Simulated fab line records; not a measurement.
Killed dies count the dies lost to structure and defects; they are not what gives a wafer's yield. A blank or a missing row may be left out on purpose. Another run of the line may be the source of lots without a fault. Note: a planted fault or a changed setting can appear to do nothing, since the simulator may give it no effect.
Comparing a struck lot with a sound one | flow nandHarc | 26 steps out of a route of 1302
Sound: these wafers, L911.2, L911.5, L911.6. Struck: wafers L928.1, L928.4 (left out: L928.3, a lot-mate that was not struck); the cause follows at the end.
Each step with rows lists, per side, the tool, then ch with its chambers, then its first start. Under that, the readings that differ: sound wafers | struck wafers | difference of the means | sigmas: that difference in standard deviations of wafers without a fault.
alike: readings with means less than 2 such deviations apart, plus words and numbers identical on both sides. not compared: withheld readings, readings lacking a value on some wafer, bounds such as >300 that could conceal the same value, and numbers that have no deviation in the record and whose values overlap.
The two part at a step that has a row with sigmas, a row that says differs or no value, or rows on one side only. Numbers that don't overlap but have no deviation are shown without sigmas and don't part them. Lack of a reading on every wafer of one side parts them only where that side has two or more wafers.

first, 6 steps without rows for these wafers: NHARC_A_SLIT_COAT_03 (resist thk 90 nm); NHARC_A_SLIT_SOFTBAKE_04 (time 55 s); NHARC_A_SLIT_EBR_05; NHARC_A_SLIT_EXPOSE_06 (exposes mask SLIT); NHARC_A_SLIT_PEB_07 (peb time 65 s); NHARC_A_SLIT_DEVELOP_08 (develop time 35 s).
NHARC_A_SLIT_CD_MEAS_09: the cd target is 300 nm.
  sound on cdSem-03 ch 0, day 20 16:35; struck on cdSem-03 ch 0, day 27 16:12
  alike: cdNm
NHARC_A_SLIT_OVL_MEAS_10:
  sound on overlay-02 at day 20 16:40; struck on overlay-01 at day 27 16:17
  alike: overlayXNm, overlayYNm
NHARC_A_SLIT_INSPECT_11:
  sound on defectInspect-02 at day 20 16:43; struck on defectInspect-02 at day 27 16:20
  alike: rawDefectCount
NHARC_A_SLIT_DESCUM_14: chemistry O2, time 3 s.
  sound on rieDiel-02 ch 1,2, day 20 16:46; struck on rieDiel-05 ch 1, day 27 16:25
  alike: drypumpMotorCurrentA, oesProductAu, rfVppV, showerheadPlenumPTorr, throttleValvePct
  not compared: rfHoursCounterH
then, 2 steps without rows for these wafers: NHARC_A_SLIT_ETCH_24 (etches the open film in CF4/CHF3, target depth 121 nm, time 60.5 s); NHARC_A_SLIT_ETCH_15 (etches the open film in O2/COS, target depth 6200 nm, time 1612 s).
NHARC_A_SLIT_ETCH_17: etches the open film in C4F8/O2/Ar, time 4254.5 s, target depth 20300 nm.
  sound on harEtch-01 ch 0,1, day 20 20:22; struck on harEtch-01 ch 1, day 27 17:56
  alike: drypumpMotorCurrentA, showerheadPlenumPTorr, throttleValvePct
  not compared: rfHoursCounterH
NHARC_A_SLIT_ETCH_26: etches the open film in C4F8/O2/Ar, time 90 s, target depth 400 nm.
  sound on harEtch-01 ch 0,1, day 20 23:27; struck on harEtch-01 ch 1, day 27 21:34
  alike: drypumpMotorCurrentA, rfFwdPowerW, showerheadPlenumPTorr, throttleValvePct
  not compared: rfHoursCounterH
then, 1 step without rows for these wafers: NHARC_A_SLIT_STRIP_28 (strips in O2/COS).
NHARC_A_SLIT_ETCH_29: etches the open film in CF4/O2, target depth 100 nm, overetch 10 nm, time 55 s.
  sound on rieDiel-03 ch 1,2, day 21 00:19; struck on rieDiel-05 ch 0,2, day 27 22:28
reading                      | sound          | struck    | difference | sigmas
showerheadPlenumPTorr (Torr) | 1.33 1.32 1.27 | 1.39 1.38 | +0.08      | +2
  alike: drypumpMotorCurrentA, oesProductAu, rfFwdPowerW, rfVppV, throttleValvePct
  not compared: rfHoursCounterH
NHARC_A_SLIT_STRIP_18: strips in O2.
  sound: rieDiel-03 ch 0,3; struck: rieDiel-05 ch 1,2
  alike: drypumpMotorCurrentA, oesProductAu, rfVppV, showerheadPlenumPTorr, throttleValvePct
  not compared: rfHoursCounterH
then, 2 steps without rows for these wafers: NHARC_A_SLIT_PRECLEAN_19 (cleans in SC1); NHARC_A_SLIT_SRD_20.
NHARC_A_SLIT_CD_MEAS_21:
  sound on cdSem-02 at day 21 00:50; struck on cdSem-01 at day 27 23:00
  alike: cdNm
then, 3 steps without rows for these wafers: NHARC_A_SIN_REMOVE_WET_00 (chemistry H3PO4, time 15300 s); NHARC_A_SIN_REMOVE_PRECLEAN_01 (cleans in SC1); NHARC_A_SIN_REMOVE_SRD_02.
NHARC_A_SIN_REMOVE_INSPECT_04:
  sound on defectInspect-01 at day 21 07:31; struck on defectInspect-01 at day 28 05:41
reading        | sound       | struck    | difference | sigmas
rawDefectCount | 307 307 302 | 1030 1089 | +754       | +8
NHARC_A_WL_FILL_ALD_00: deposits Al2O3, target thk 3 nm, pulse time 3 s, ald cycles 30.
  sound on aldHk-01 ch 0,1,3, day 21 07:38; struck on aldHk-01 ch 0,1, day 28 05:48
  alike: heaterPowerOuterW, heaterPowerW, precursorPulseHeightRel
-- jump in the record: it breaks off in module A_WL_FILL and resumes in module END (first step shown: number 1302 of the route), and 4 days separate the struck wafers' starts before and after --
NHARC_END_SORT_01:
  sound on prober-02 ch 0, day 25 12:01; struck on prober-01 ch 0, day 32 06:09
reading       | sound    | struck  | difference | sigmas
killedAtArray | 54 70 48 | 122 105 | +56        | +3
killedDies    | 58 81 56 | 128 108 | +53        | +3
  alike: killedAtOther, killedAtPeriphery, killedOpen, killedShort

== WHERE THEY PART ==
Earliest at NHARC_A_SLIT_ETCH_29; latest, in this record, at NHARC_END_SORT_01.

WHY: what the simulator had put in
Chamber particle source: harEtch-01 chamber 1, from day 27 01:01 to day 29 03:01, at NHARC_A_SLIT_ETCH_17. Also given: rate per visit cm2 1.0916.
